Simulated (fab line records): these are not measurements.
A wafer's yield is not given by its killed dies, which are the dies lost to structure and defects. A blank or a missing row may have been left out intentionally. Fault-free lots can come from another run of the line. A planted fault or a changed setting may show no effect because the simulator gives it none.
Matching of chambers + flow nand-harc + NHARC_THIN_TSV_DESCUM_35 on rie-diel-01: 4 sister chambers
The step chemistry O2, time 3 s. 7 wafers are shown with their chamber, then 7 later ones without.

WAFERS PAIRED WITH THEIR CHAMBERS
| wafer  | chamber | drypump-motor-current-A (A) | oes-product-au (a.u.) |
|--------|---------|-----------------------------|-----------------------|
| L809.4 | 1       | 6.5                         | 1.018                 |
| L816.3 | 2       | 5.1                         | 0.999                 |
| L819.2 | 2       | 5.2                         | 1.013                 |
| L819.4 | 3       | 5.8                         | 1.025                 |
| L819.6 | 0       | 5.9                         | 1.011                 |
| L820.1 | 0       | 5.8                         | 0.999                 |
| L820.3 | 1       | 6.5                         | 0.998                 |

WAFERS WITH NO CHAMBER GIVEN
| wafer  | drypump-motor-current-A (A) | oes-product-au (a.u.) |
|--------|-----------------------------|-----------------------|
| L820.4 | 5.8                         | 1.014                 |
| L826.3 | 6.5                         | 1.013                 |
| L826.4 | 5.8                         | 1.020                 |
| L826.6 | 5.2                         | 1.005                 |
| L827.3 | 5.9                         | 1.014                 |
| L827.5 | 5.9                         | 1.020                 |
| L827.6 | 5.1                         | 1.015                 |

THE CHAMBER EACH PASSED THROUGH
| wafer  | from the rows above     | in truth |
|--------|-------------------------|----------|
| L820.4 | can't be placed: 3 or 0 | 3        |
| L826.3 | 1                       | 1        |
| L826.4 | can't be placed: 3 or 0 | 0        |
| L826.6 | 2                       | 2        |
| L827.3 | can't be placed: 0 or 3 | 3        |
| L827.5 | can't be placed: 0 or 3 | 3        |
| L827.6 | 2                       | 2        |
3 of 7 placed correctly. Can't be placed from these rows: 4 (the true chamber is among the candidates in 4). Wrongly placed: 0.
How it was worked out, from the rows above alone: a wafer's distance from a chamber is the root of the sum, over the readings, of the square of ((its reading less the chamber's mean) divided by the reading's scatter). The wafer belongs to the nearest chamber; if the next one is less than 2 further off, it can't be placed. Each chamber's mean is taken over the wafers shown for it. The scatter: the root of (the sum of the squares of (reading less its chamber's mean) over the shown wafers, divided by (wafers less chambers)).
